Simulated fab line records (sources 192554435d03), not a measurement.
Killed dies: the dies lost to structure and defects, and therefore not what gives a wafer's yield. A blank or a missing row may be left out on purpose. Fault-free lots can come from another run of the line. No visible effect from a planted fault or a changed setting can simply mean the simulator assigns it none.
Split-lot study + flow n5Finfet + on a route of 1938 steps: 7 lots, 21 wafers read

## THE SPLIT
At N5_MOL_CONTACT_COAG_CONTACT_ETCH_14 (etches SiO2 in C4F6/O2, target depth 27.5 nm, overetch 8.5 nm, time 20 s), the setting sourceW was moved away from the recipe's 370 W on 8 of the 21 wafers read, by -16.9% to +11.2%. All remaining wafers had this setting at the recipe value.

Reading taken at the split's own step.

## THE READING
rfVppV, in V, at N5_MOL_CONTACT_COAG_CONTACT_ETCH_14 (etches SiO2 in C4F6/O2, target depth 27.5 nm, overetch 8.5 nm, time 20 s). On this fab line, fault-free wafers typically give 692 V with a standard deviation of 3.4 V.

| wafer  | tool, chamber at the split | sourceW as run, W | against the recipe | rfVppV, V | against lot-mates on the recipe |
|--------|----------------------------|-------------------|--------------------|-----------|---------------------------------|
| L077.1 | rieDiel-02, 1              | 370               | recipe             | 688       | -                               |
| L077.3 | rieDiel-02, 3              | 396.2             | +7.1%              | 677       | -13                             |
| L077.4 | rieDiel-02, 0              | 370               | recipe             | 692       | -                               |
| L080.1 | rieDiel-04, 2              | 370               | recipe             | 691       | -                               |
| L080.3 | rieDiel-04, 3              | 400.1             | +8.1%              | 673       | -21                             |
| L080.4 | rieDiel-04, 1              | 370               | recipe             | 697       | -                               |
| L082.1 | rieDiel-04, 1              | 370               | recipe             | 696       | -                               |
| L082.4 | rieDiel-04, 1              | 370               | recipe             | 695       | -                               |
| L082.6 | rieDiel-04, 3              | 411.5             | +11.2%             | 667       | -28                             |
| L086.2 | rieDiel-02, 1              | 370               | recipe             | 689       | -                               |
| L086.4 | rieDiel-02, 0              | 387.2             | +4.6%              | 676       | -13                             |
| L086.6 | rieDiel-02, 3              | 387.2             | +4.6%              | 680       | -9                              |
| L091.1 | rieDiel-04, 0              | 370               | recipe             | 700       | -                               |
| L091.2 | rieDiel-04, 2              | 370               | recipe             | 691       | -                               |
| L091.3 | rieDiel-04, 3              | 370               | recipe             | 693       | -                               |
| L094.3 | rieDiel-04, 3              | 307.5             | -16.9%             | 728       | +33                             |
| L094.5 | rieDiel-04, 0              | 370               | recipe             | 698       | -                               |
| L094.6 | rieDiel-04, 3              | 370               | recipe             | 692       | -                               |
| L095.2 | rieDiel-01, 2              | 386.7             | +4.5%              | 692       | +2                              |
| L095.3 | rieDiel-01, 1              | 370               | recipe             | 690       | -                               |
| L095.6 | rieDiel-01, 3              | 386.7             | +4.5%              | 687       | -3                              |

FIT RESULTS
A straight line over all 21 wafers: rfVppV changes by -2.17 V for each +1% of sourceW; r = -0.95; the points scatter about the line by 4.1 V.
The same after taking each lot's own level away (the mean of its wafers on the recipe; 21 wafers): -2.05 V for each +1%; r = -0.94; scatter 4.1 V.
That fit puts the effect of the largest move of sourceW on the reading at 35 V.
From 689.0 to 695.5 V: that is the span of the lots' own levels, equal to 1.9 times the standard deviation above.
The two slopes agree, so the slope changes little with the lot-to-lot level.
Check: with one of the wafers moved furthest among these (-16.9%) left out of the fit, the line predicts +37.9 V for it against its lot-mates. It came out at +33 V against them.
Tool readings at the split's step, against how far the setting was moved: rfVppV r = -0.95.

## OTHER SPLITS APPLIED TO THESE WAFERS
Before the reading, these wafers also passed through other splits. Each is held against what the fit with the lots' levels taken away leaves over:
| other split on the same wafers | wafers away from the commonest value | r with rfVppV (lot level and that fit taken away) |
|--------------------------------|--------------------------------------|---------------------------------------------------|
| N5_HKMG_FIN_COAT_06 spinRpm    | 7                                    | -0.41                                             |
| N5_GATE_CUT_ALD_22 aldCycles   | 6                                    | -0.21                                             |

## THE FILE'S OWN FIT
rfVppV changes by -2.09 V for each +1% of sourceW, r = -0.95.
